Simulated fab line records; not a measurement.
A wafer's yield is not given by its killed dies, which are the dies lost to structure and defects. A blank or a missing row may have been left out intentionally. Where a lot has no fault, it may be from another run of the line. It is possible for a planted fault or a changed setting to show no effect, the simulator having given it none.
Code-filled problem report in 8D (eight disciplines) form -- flow n5-finfet -- the parts of the form that need people (team, actions taken, sign-off) are left out

== 1. PROBLEM STATEMENT ==
Mean of wafer_temp_C_max at N5_BEOL_M15_ANNEAL_48: 233.0 across 6 wafers in 2 lots; on wafers with no fault it is 226.3 (standard deviation 0.71). That is +9.5 standard deviations from the usual mean.
The step: time 90 s.
Earliest sighting: wafer L532.1 on rtp-anneal-01 at day 15 16:13. Wafers with a number at this step in the record: 33, from 11 lots. The rule behind "out" and "out of limits": a value lying over 4 standard deviations away from the usual mean. The other wafers with a number count as sound.

== 2. WHAT IT IS AND WHAT IT IS NOT ==
question,is,is not
which readings at this step,wafer_temp_C_max,-
which lots,"L530, L532","L514, L515, L518, L519, L522, L523, L525, L526, L527"
which wafers of those lots,all that have a number,-
read on which tools,rtp-anneal-01,rtp-anneal-02
when,from day 15 16:13,up to then (27 sound wafers)

== 3. THE SUSPECTS, EACH WITH WHAT RULES IT OUT ==
Counting: any tool at a process step up to the reading is kept as a suspect provided that every lot that is out went through it and no sound lot did after the first of them.
- rie-diel-03 at N5_BEOL_M15_STRIP_63 (strips in O2): kept. It processed each lot that is out, first L532 at day 15 16:13, and no sound lot thereafter; up to then, the last sound lot it processed was L519 at day 12 23:36. Because N5_BEOL_M15_STRIP_63 lacks a start for some lots, the hours and order of its lots are taken from N5_BEOL_M15_ANNEAL_48.
- rtp-anneal-01 at N5_BEOL_M15_ANNEAL_48 (time 90 s): kept. It processed each lot that is out, first L532 at day 15 16:13, and no sound lot thereafter; up to then, the last sound lot it processed was L527 at day 14 18:18. Out on those wafers are its own readings of wafer_temp_C_max.
What counting leaves: rie-diel-03 at N5_BEOL_M15_STRIP_63 and rtp-anneal-01 at N5_BEOL_M15_ANNEAL_48.

== 4. THE CAUSE (what the simulator had put in) ==
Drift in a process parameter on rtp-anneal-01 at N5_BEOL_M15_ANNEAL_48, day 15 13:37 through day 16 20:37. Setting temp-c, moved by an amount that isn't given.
Of the 2 suspects that counting leaves, this tool is one.

== 5. THE EFFECT CHAIN, in route order ==
Rows list readings where the struck wafers' mean (over those with a number) sits beyond 3 standard deviations from the usual. Only readings whose record carries a usual standard deviation are examined. hours: median over the lots of the time between each lot's start at the first step of this table that gives one and its start at this step. sigmas: the change, counted in usual standard deviations.
hours,step,reading,usual,on struck wafers,change,sigmas
0,N5_BEOL_M15_ANNEAL_48,wafer_temp_C_max,226.3,233.0,+6.7,+9.5
Its process steps:
- N5_BEOL_M15_ANNEAL_48: time 90 s.

== 6. WHAT WOULD HAVE CAUGHT IT SOONER ==
The fault began at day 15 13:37; the first out-of-limits reading in this record came at day 15 16:13, 3 hours later.
